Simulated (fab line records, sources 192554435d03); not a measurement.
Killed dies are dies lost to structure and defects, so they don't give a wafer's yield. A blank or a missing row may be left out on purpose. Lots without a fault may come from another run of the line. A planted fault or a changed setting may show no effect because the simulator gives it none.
Chamber matching | flow n5_finfet | N5_MOL_CONTACT_COAG_STRIP_98 on rie_diel-03: 4 sister chambers
The step strips in N2/H2. 4 wafers are shown with their chamber, then 9 later ones without.

WAFERS WITH THEIR CHAMBER
wafer  | chamber | showerhead_plenum_p_Torr (Torr)
L079.6 | 2       | 3.22
L082.6 | 0       | 3.30
L083.1 | 3       | 3.46
L083.6 | 1       | 3.57

WAFERS WITHOUT THEIR CHAMBER
wafer  | showerhead_plenum_p_Torr (Torr)
L086.1 | 3.21
L086.4 | 3.29
L086.5 | 3.29
L089.3 | 3.21
L089.4 | 3.56
L089.6 | 3.21
L095.1 | 3.29
L095.3 | 3.46
L095.6 | 3.46

WHICH CHAMBER EACH WENT THROUGH
wafer  | from the rows above | in truth
L086.1 | 2                   | 2
L086.4 | 0                   | 0
L086.5 | 0                   | 0
L089.3 | 2                   | 2
L089.4 | 1                   | 1
L089.6 | 2                   | 2
L095.1 | 0                   | 0
L095.3 | 3                   | 3
L095.6 | 3                   | 3
Placed correctly: 9 of 9. Can't be placed from these rows: 0. Placed wrongly: 0.
How it was worked out, from the rows above alone: a wafer's distance from a chamber is the root of the sum, over the readings, of the square of ((its reading less the chamber's mean) divided by the reading's scatter). The wafer belongs to the nearest chamber; if the next one is less than 2 further off, it can't be placed. A chamber's mean is the mean of its shown wafers. The scatter: with one shown wafer a chamber, the root of the mean of the squares of how far each hidden wafer lies from its nearest shown one.
